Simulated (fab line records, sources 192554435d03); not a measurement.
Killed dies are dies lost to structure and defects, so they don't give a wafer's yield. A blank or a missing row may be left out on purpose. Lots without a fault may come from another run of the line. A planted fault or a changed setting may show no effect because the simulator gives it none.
Which tool did it? | flow n5_finfet | 24 lots, 72 wafers sampled, at 6 steps of a route of 1938

WHAT THE GAUGES READ, wafer by wafer
The record holds no reading of a measuring or inspecting step that can be judged against a usual standard deviation.

WHICH TOOL RAN EACH LOT (tool, then ch and the chambers of the sampled wafers, then the start)
lot  | N5_BEOL_M1_ETCHBACK_99             | N5_BEOL_M1_SURFACE_TREAT_85  | N5_BEOL_M1_ANNEAL_49         | N5_BEOL_M1_ANNEAL_87         | N5_BEOL_M1_ANNEAL_89         | N5_BEOL_M1_SPUTTER_92
L075 | rie_diel-06 ch 0,2,3, day 6 12:55  | pvd_sputter-01, day 6 14:16  | pvd_sputter-03, day 6 14:39  | pvd_sputter-03, day 6 15:19  | pvd_sputter-03, day 6 15:32  | pvd_sputter-03, day 6 15:53
L074 | rie_diel-05 ch 1,2, day 6 13:08    | pvd_sputter-03, day 6 14:25  | pvd_sputter-03, day 6 16:29  | pvd_sputter-03, day 6 17:09  | pvd_sputter-03, day 6 17:22  | pvd_sputter-03, day 6 17:44
L076 | rie_diel-06 ch 0,1,3, day 7 00:09  | pvd_sputter-03, day 7 01:59  | pvd_sputter-03, day 7 02:21  | pvd_sputter-03, day 7 03:01  | pvd_sputter-03, day 7 03:14  | pvd_sputter-03, day 7 03:35
L077 | rie_diel-06 ch 0,1, day 7 04:00    | pvd_sputter-03, day 7 05:04  | pvd_sputter-02, day 7 05:29  | pvd_sputter-02, day 7 06:09  | pvd_sputter-02, day 7 06:22  | pvd_sputter-02, day 7 06:44
L078 | rie_diel-04 ch 0,2,3, day 7 12:01  | pvd_sputter-03, day 7 13:17  | pvd_sputter-01, day 7 13:52  | pvd_sputter-01, day 7 14:31  | pvd_sputter-01, day 7 14:44  | pvd_sputter-01, day 7 15:06
L079 | rie_diel-06 ch 1,2,3, day 7 19:12  | pvd_sputter-02, day 7 20:29  | pvd_sputter-03, day 7 21:32  | pvd_sputter-03, day 7 22:12  | pvd_sputter-03, day 7 22:25  | pvd_sputter-03, day 7 22:47
L080 | rie_diel-05 ch 1,2, day 8 19:56    | pvd_sputter-02, day 8 20:53  | pvd_sputter-02, day 8 21:11  | pvd_sputter-02, day 8 21:51  | pvd_sputter-02, day 8 22:04  | pvd_sputter-02, day 8 22:26
L081 | rie_diel-06 ch 0,2,3, day 9 01:19  | pvd_sputter-02, day 9 02:33  | pvd_sputter-02, day 9 02:51  | pvd_sputter-02, day 9 03:31  | pvd_sputter-02, day 9 03:44  | pvd_sputter-02, day 9 04:05
L082 | rie_diel-04 ch 2,3, day 9 02:30    | pvd_sputter-03, day 9 03:45  | pvd_sputter-03, day 9 04:03  | pvd_sputter-03, day 9 04:43  | pvd_sputter-03, day 9 04:56  | pvd_sputter-03, day 9 05:17
L084 | rie_diel-04 ch 0,1,3, day 9 06:32  | pvd_sputter-01, day 9 07:42  | pvd_sputter-03, day 9 08:02  | pvd_sputter-03, day 9 08:41  | pvd_sputter-03, day 9 08:55  | pvd_sputter-03, day 9 09:16
L085 | rie_diel-05 ch 0,1,2, day 9 11:33  | pvd_sputter-01, day 9 12:32  | pvd_sputter-01, day 9 12:56  | pvd_sputter-01, day 9 13:35  | pvd_sputter-01, day 9 13:49  | pvd_sputter-01, day 9 14:10
L083 | rie_diel-04 ch 1,2,3, day 9 11:35  | pvd_sputter-01, day 9 12:43  | pvd_sputter-02, day 9 14:28  | pvd_sputter-02, day 9 15:08  | pvd_sputter-02, day 9 15:21  | pvd_sputter-02, day 9 15:43
L086 | rie_diel-06 ch 0,2,3, day 9 11:40  | pvd_sputter-03, day 9 14:21  | pvd_sputter-03, day 9 14:39  | pvd_sputter-03, day 9 15:19  | pvd_sputter-03, day 9 15:32  | pvd_sputter-03, day 9 15:53
L087 | rie_diel-06 ch 1,2,3, day 9 14:17  | pvd_sputter-01, day 9 15:45  | pvd_sputter-01, day 9 16:11  | pvd_sputter-01, day 9 16:51  | pvd_sputter-01, day 9 17:04  | pvd_sputter-01, day 9 17:26
L088 | rie_diel-05 ch 1,3, day 9 22:10    | pvd_sputter-02, day 9 23:34  | pvd_sputter-02, day 10 00:02 | pvd_sputter-02, day 10 00:42 | pvd_sputter-02, day 10 00:55 | pvd_sputter-02, day 10 01:17
L089 | rie_diel-04 ch 1,2,3, day 10 01:33 | pvd_sputter-01, day 10 03:37 | pvd_sputter-01, day 10 03:55 | pvd_sputter-01, day 10 04:35 | pvd_sputter-01, day 10 04:48 | pvd_sputter-01, day 10 05:10
L090 | rie_diel-04 ch 0,2, day 10 03:04   | pvd_sputter-03, day 10 04:12 | pvd_sputter-02, day 10 05:44 | pvd_sputter-02, day 10 06:24 | pvd_sputter-02, day 10 06:37 | pvd_sputter-02, day 10 06:59
L091 | rie_diel-05 ch 0,1,2, day 10 05:50 | pvd_sputter-03, day 10 07:20 | pvd_sputter-01, day 10 08:16 | pvd_sputter-01, day 10 08:55 | pvd_sputter-01, day 10 09:08 | pvd_sputter-01, day 10 09:30
L092 | rie_diel-06 ch 0,1,3, day 10 22:52 | pvd_sputter-03, day 11 00:20 | pvd_sputter-02, day 11 01:23 | pvd_sputter-02, day 11 02:03 | pvd_sputter-02, day 11 02:16 | pvd_sputter-02, day 11 02:38
L093 | rie_diel-04 ch 2,3, day 11 02:46   | pvd_sputter-01, day 11 03:56 | pvd_sputter-02, day 11 04:17 | pvd_sputter-02, day 11 04:56 | pvd_sputter-02, day 11 05:10 | pvd_sputter-02, day 11 05:31
L094 | rie_diel-04 ch 0,1,3, day 11 12:05 | pvd_sputter-03, day 11 13:41 | pvd_sputter-03, day 11 14:05 | pvd_sputter-03, day 11 14:44 | pvd_sputter-03, day 11 14:58 | pvd_sputter-03, day 11 15:19
L095 | rie_diel-05 ch 0,1, day 12 08:00   | pvd_sputter-01, day 12 09:34 | pvd_sputter-02, day 12 10:34 | pvd_sputter-02, day 12 11:14 | pvd_sputter-02, day 12 11:27 | pvd_sputter-02, day 12 11:49
L096 | rie_diel-06 ch 1,2, day 12 11:05   | pvd_sputter-03, day 12 12:31 | pvd_sputter-02, day 12 12:49 | pvd_sputter-02, day 12 13:28 | pvd_sputter-02, day 12 13:41 | pvd_sputter-02, day 12 14:03
L097 | rie_diel-06 ch 1,3, day 12 22:59   | pvd_sputter-03, day 12 23:55 | pvd_sputter-03, day 13 00:16 | pvd_sputter-03, day 13 00:56 | pvd_sputter-03, day 13 01:09 | pvd_sputter-03, day 13 01:31
- N5_BEOL_M1_ETCHBACK_99: etches SiO2 in CHF3, target depth 5 nm, time 10.4 s.
- N5_BEOL_M1_SURFACE_TREAT_85
- N5_BEOL_M1_ANNEAL_49: time 240 s.
- N5_BEOL_M1_ANNEAL_87: time 240 s.
- N5_BEOL_M1_ANNEAL_89: time 240 s.
- N5_BEOL_M1_SPUTTER_92: material Cu, target thk 4.5 nm, time 8.29 s.

WHAT THE TOOLS THEMSELVES READ (means of the sampled wafers that have a number; where no wafer has one, the mark that the record gives instead)
N5_BEOL_M1_ETCHBACK_99. Usual: CHF3_flow_sccm 12.00 sccm, standard deviation 0.035; bias_w 47.02 W, standard deviation 0.15; drypump_motor_current_A 5.6 A, standard deviation 0.4; oes_ar_750_au 0.80 a.u., standard deviation 0.08; oes_product_au 0.80 a.u., standard deviation 0.086; rf_fwd_power_W 212.7 W, standard deviation 0.94; rf_vpp_V 242 V, standard deviation 3.4; showerhead_plenum_p_Torr 2.19 Torr, standard deviation 0.095; throttle_valve_pct 17.07 %, standard deviation 0.26.
lot  | tool        | CHF3_flow_sccm (sccm) | bias_w (W) | drypump_motor_current_A (A) | oes_ar_750_au (a.u.) | oes_product_au (a.u.) | rf_fwd_power_W (W) | rf_vpp_V (V) | showerhead_plenum_p_Torr (Torr) | throttle_valve_pct (%) | flag
L075 | rie_diel-06 | 11.99                 | 47.02      | 5.8                         | 0.83                 | 0.84                  | 212.4              | 242          | 2.27                            | 17.12                  |
L074 | rie_diel-05 | 11.97                 | 47.09      | 5.1                         | 0.78                 | 0.79                  | 213.2              | 239          | 2.13                            | 17.18                  |
L076 | rie_diel-06 | 12.02                 | 47.01      | 5.5                         | 0.91                 | 0.90                  | 213.4              | 244          | 2.30                            | 16.89                  |
L077 | rie_diel-06 | 12.00                 | 46.99      | 5.6                         | 0.93                 | 0.93                  | 213.1              | 244          | 2.31                            | 17.00                  |
L078 | rie_diel-04 | 11.98                 | 46.90      | 6.0                         | 0.77                 | 0.77                  | 213.1              | 239          | 2.15                            | 17.34                  |
L079 | rie_diel-06 | 12.00                 | 47.12      | 5.5                         | 0.89                 | 0.91                  | 212.8              | 245          | 2.27                            | 16.75                  |
L080 | rie_diel-05 | 12.01                 | 46.98      | 5.1                         | 0.76                 | 0.76                  | 213.1              | 238          | 2.12                            | 17.21                  |
L081 | rie_diel-06 | 12.01                 | 47.08      | 5.8                         | 0.88                 | 0.88                  | 212.6              | 243          | 2.27                            | 16.99                  |
L082 | rie_diel-04 | 12.03                 | 46.84      | 5.7                         | 0.71                 | 0.70                  | 212.2              | 241          | 2.09                            | 17.36                  |
L084 | rie_diel-04 | 12.03                 | 47.02      | 6.1                         | 0.76                 | 0.75                  | 213.0              | 239          | 2.21                            | 17.29                  |
L085 | rie_diel-05 | 12.00                 | 46.98      | 5.4                         | 0.79                 | 0.80                  | 212.0              | 239          | 2.10                            | 17.06                  |
L083 | rie_diel-04 | 12.00                 | 47.05      | 5.8                         | 0.71                 | 0.70                  | 212.9              | 241          | 2.16                            | 17.29                  |
L086 | rie_diel-06 | 12.01                 | 47.04      | 5.8                         | 0.87                 | 0.87                  | 212.8              | 242          | 2.27                            | 17.00                  |
L087 | rie_diel-06 | 11.99                 | 47.13      | 5.5                         | 0.87                 | 0.88                  | 212.6              | 244          | 2.26                            | 16.77                  |
L088 | rie_diel-05 | 12.03                 | 47.04      | 5.4                         | 0.74                 | 0.74                  | 212.7              | 240          | 2.05                            | 17.16                  |
L089 | rie_diel-04 | 12.02                 | 46.96      | 5.8                         | 0.71                 | 0.70                  | 213.0              | 241          | 2.16                            | 17.30                  |
L090 | rie_diel-04 | 11.98                 | 46.98      | 6.1                         | 0.79                 | 0.78                  | 212.0              | 238          | 2.14                            | 17.34                  |
L091 | rie_diel-05 | 12.01                 | 47.04      | 5.4                         | 0.79                 | 0.79                  | 212.5              | 239          | 2.10                            | 17.09                  |
L092 | rie_diel-06 | 12.00                 | 46.92      | 5.5                         | 0.85                 | 0.86                  | 213.3              | 244          | 2.29                            | 16.95                  |
L093 | rie_diel-04 | 12.00                 | 46.91      | 5.7                         | 0.70                 | 0.69                  | 212.8              | 240          | 2.09                            | 17.38                  |
L094 | rie_diel-04 | 12.02                 | 47.02      | 6.1                         | 0.75                 | 0.73                  | 212.3              | 239          | 2.20                            | 17.32                  |
L095 | rie_diel-05 | 12.03                 | 46.91      | 5.7                         | 0.81                 | 0.82                  | 212.2              | 240          | 2.07                            | 16.96                  |
L096 | rie_diel-06 | 11.99                 | 47.12      | 5.6                         | 0.85                 | 0.87                  | 212.3              | 245          | 2.24                            | 16.77                  |
L097 | rie_diel-06 | 12.04                 | 46.93      | 5.2                         | 0.83                 | 0.84                  | 213.7              | 245          | 2.28                            | 16.72                  |

N5_BEOL_M1_SURFACE_TREAT_85. Usual: ar_flow_sccm 30.01 sccm, standard deviation 0.097.
lot  | tool           | ar_flow_sccm (sccm) | flag
L075 | pvd_sputter-01 | 29.99               |
L074 | pvd_sputter-03 | 30.01               |
L076 | pvd_sputter-03 | 30.02               |
L077 | pvd_sputter-03 | 29.96               |
L078 | pvd_sputter-03 | 30.11               |
L079 | pvd_sputter-02 | 30.00               |
L080 | pvd_sputter-02 | 30.08               |
L081 | pvd_sputter-02 | 30.03               |
L082 | pvd_sputter-03 | 30.06               |
L084 | pvd_sputter-01 | 29.92               |
L085 | pvd_sputter-01 | 29.97               |
L083 | pvd_sputter-01 | 30.03               |
L086 | pvd_sputter-03 | 30.00               |
L087 | pvd_sputter-01 | 30.10               |
L088 | pvd_sputter-02 | 29.98               |
L089 | pvd_sputter-01 | 30.02               |
L090 | pvd_sputter-03 | 30.00               |
L091 | pvd_sputter-03 | 30.07               |
L092 | pvd_sputter-03 | 30.01               |
L093 | pvd_sputter-01 | 30.02               |
L094 | pvd_sputter-03 | 30.04               |
L095 | pvd_sputter-01 | 29.92               |
L096 | pvd_sputter-03 | 29.98               |
L097 | pvd_sputter-03 | 30.09               |

N5_BEOL_M1_ANNEAL_49. Usual: heater_power_w 815 W, standard deviation 49.
lot  | tool           | heater_power_w (W) | flag
L075 | pvd_sputter-03 | 844                |
L074 | pvd_sputter-03 | 845                |
L076 | pvd_sputter-03 | 844                |
L077 | pvd_sputter-02 | 816                |
L078 | pvd_sputter-01 | 770                |
L079 | pvd_sputter-03 | 826                |
L080 | pvd_sputter-02 | 830                |
L081 | pvd_sputter-02 | 797                |
L082 | pvd_sputter-03 | 852                |
L084 | pvd_sputter-03 | 850                |
L085 | pvd_sputter-01 | 786                |
L083 | pvd_sputter-02 | 810                |
L086 | pvd_sputter-03 | 815                |
L087 | pvd_sputter-01 | 765                |
L088 | pvd_sputter-02 | 833                |
L089 | pvd_sputter-01 | 762                |
L090 | pvd_sputter-02 | 835                |
L091 | pvd_sputter-01 | 768                |
L092 | pvd_sputter-02 | 813                |
L093 | pvd_sputter-02 | 815                |
L094 | pvd_sputter-03 | 844                |
L095 | pvd_sputter-02 | 827                |
L096 | pvd_sputter-02 | 832                |
L097 | pvd_sputter-03 | 817                |

N5_BEOL_M1_ANNEAL_87. Usual: heater_power_w 815 W, standard deviation 44.
lot  | tool           | heater_power_w (W) | flag
L075 | pvd_sputter-03 | 840                |
L074 | pvd_sputter-03 | 844                |
L076 | pvd_sputter-03 | 824                |
L077 | pvd_sputter-02 | 820                |
L078 | pvd_sputter-01 | 779                |
L079 | pvd_sputter-03 | 837                |
L080 | pvd_sputter-02 | 821                |
L081 | pvd_sputter-02 | 799                |
L082 | pvd_sputter-03 | 845                |
L084 | pvd_sputter-03 | 852                |
L085 | pvd_sputter-01 | 784                |
L083 | pvd_sputter-02 | 824                |
L086 | pvd_sputter-03 | 828                |
L087 | pvd_sputter-01 | 765                |
L088 | pvd_sputter-02 | 828                |
L089 | pvd_sputter-01 | 768                |
L090 | pvd_sputter-02 | 831                |
L091 | pvd_sputter-01 | 765                |
L092 | pvd_sputter-02 | 811                |
L093 | pvd_sputter-02 | 814                |
L094 | pvd_sputter-03 | 828                |
L095 | pvd_sputter-02 | 837                |
L096 | pvd_sputter-02 | 820                |
L097 | pvd_sputter-03 | 817                |

N5_BEOL_M1_ANNEAL_89. Usual: heater_power_w 815 W, standard deviation 46.
lot  | tool           | heater_power_w (W) | flag
L075 | pvd_sputter-03 | 852                |
L074 | pvd_sputter-03 | 845                |
L076 | pvd_sputter-03 | 838                |
L077 | pvd_sputter-02 | 813                |
L078 | pvd_sputter-01 | 785                |
L079 | pvd_sputter-03 | 832                |
L080 | pvd_sputter-02 | 825                |
L081 | pvd_sputter-02 | 812                |
L082 | pvd_sputter-03 | 835                |
L084 | pvd_sputter-03 | 855                |
L085 | pvd_sputter-01 | 785                |
L083 | pvd_sputter-02 | 825                |
L086 | pvd_sputter-03 | 819                |
L087 | pvd_sputter-01 | 764                |
L088 | pvd_sputter-02 | 817                |
L089 | pvd_sputter-01 | 768                |
L090 | pvd_sputter-02 | 822                |
L091 | pvd_sputter-01 | 769                |
L092 | pvd_sputter-02 | 815                |
L093 | pvd_sputter-02 | 811                |
L094 | pvd_sputter-03 | 819                |
L095 | pvd_sputter-02 | 826                |
L096 | pvd_sputter-02 | 822                |
L097 | pvd_sputter-03 | 800                |

N5_BEOL_M1_SPUTTER_92. Usual: chuck_gas_flow_sccm 1.26 sccm, standard deviation 0.05; throttle_valve_pct 30.1 %, standard deviation 0.85.
lot  | tool           | chuck_gas_flow_sccm (sccm) | throttle_valve_pct (%) | flag
L075 | pvd_sputter-03 | 1.26                       | 29.6                   |
L074 | pvd_sputter-03 | 1.27                       | 30.2                   |
L076 | pvd_sputter-03 | 1.27                       | 30.0                   |
L077 | pvd_sputter-02 | 1.28                       | 30.3                   |
L078 | pvd_sputter-01 | 1.27                       | 29.9                   |
L079 | pvd_sputter-03 | 1.24                       | 29.5                   |
L080 | pvd_sputter-02 | 1.30                       | 30.1                   |
L081 | pvd_sputter-02 | 1.22                       | 31.1                   |
L082 | pvd_sputter-03 | 1.24                       | 30.0                   |
L084 | pvd_sputter-03 | 1.20                       | 30.0                   |
L085 | pvd_sputter-01 | 1.24                       | 29.7                   |
L083 | pvd_sputter-02 | 1.24                       | 30.5                   |
L086 | pvd_sputter-03 | 1.27                       | 29.8                   |
L087 | pvd_sputter-01 | 1.26                       | 29.5                   |
L088 | pvd_sputter-02 | 1.30                       | 30.2                   |
L089 | pvd_sputter-01 | 1.26                       | 29.7                   |
L090 | pvd_sputter-02 | 1.29                       | 30.1                   |
L091 | pvd_sputter-01 | 1.30                       | 30.3                   |
L092 | pvd_sputter-02 | 1.26                       | 30.5                   |
L093 | pvd_sputter-02 | 1.23                       | 29.8                   |
L094 | pvd_sputter-03 | 1.28                       | 30.1                   |
L095 | pvd_sputter-02 | 1.27                       | 30.0                   |
L096 | pvd_sputter-02 | 1.30                       | 30.0                   |
L097 | pvd_sputter-03 | 1.24                       | 29.5                   |

THE ANSWER, worked out from the rows above alone
Rule: a lot is off if the mean of its wafers that have a number lies more than 3 standard deviations from the usual mean. A lot without any number at a reading at which 4 lots or more have one is off too. The other lots that the step has rows for count as sound. The gauges are gone through in route order, then the tools' own readings, and for those a lot's mean is taken as printed above. The first step at which some lot is off is used, and at that step the reading that is off furthest; a lot without a number counts as furthest.
No lot is off at any reading shown: from this, nothing can be told.

WHAT THE SIMULATOR HAD PUT IN
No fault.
